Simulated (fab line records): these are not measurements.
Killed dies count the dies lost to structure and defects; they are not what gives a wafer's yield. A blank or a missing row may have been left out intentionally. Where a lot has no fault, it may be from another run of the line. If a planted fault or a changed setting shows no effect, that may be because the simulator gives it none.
Chamber matching :: flow n5Finfet :: 3 sister chambers for N5_BEOL_M1_PRE_CLEAN_60 on cvdCo-01
The step time 15 s. 3 wafers are shown with their chamber, then 10 later ones without.

EACH WAFER AND ITS CHAMBER
wafer: L090.4
chamber: 1
heaterPowerW (W): 64

wafer: L090.6
chamber: 2
heaterPowerW (W): 77

wafer: L093.4
chamber: 0
heaterPowerW (W): 83

WAFERS MISSING THEIR CHAMBER
wafer: L093.5
heaterPowerW (W): 64

wafer: L091.2
heaterPowerW (W): 62

wafer: L091.4
heaterPowerW (W): 62

wafer: L091.5
heaterPowerW (W): 76

wafer: L094.3
heaterPowerW (W): 76

wafer: L094.4
heaterPowerW (W): 82

wafer: L094.5
heaterPowerW (W): 63

wafer: L095.2
heaterPowerW (W): 83

wafer: L095.3
heaterPowerW (W): 76

wafer: L095.5
heaterPowerW (W): 63

WHICH CHAMBER EACH ONE RAN IN
wafer: L093.5
from the rows above: 1
in truth: 1

wafer: L091.2
from the rows above: 1
in truth: 1

wafer: L091.4
from the rows above: 1
in truth: 1

wafer: L091.5
from the rows above: 2
in truth: 2

wafer: L094.3
from the rows above: 2
in truth: 2

wafer: L094.4
from the rows above: 0
in truth: 0

wafer: L094.5
from the rows above: 1
in truth: 1

wafer: L095.2
from the rows above: 0
in truth: 0

wafer: L095.3
from the rows above: 2
in truth: 2

wafer: L095.5
from the rows above: 1
in truth: 1
10 of 10 placed correctly. Number that these rows cannot place: 0. Wrongly placed: 0.
How it was worked out, from the rows above alone: a wafer's distance from a chamber is the root of the sum, over the readings, of the square of ((its reading less the chamber's mean) divided by the reading's scatter). If the next closest chamber is less than 2 further off than the closest, the wafer can't be placed; otherwise it belongs to the closest. For every chamber, the mean is computed from those of its wafers that are shown. The scatter: with one shown wafer a chamber, the root of the mean of the squares of how far each hidden wafer lies from its nearest shown one.
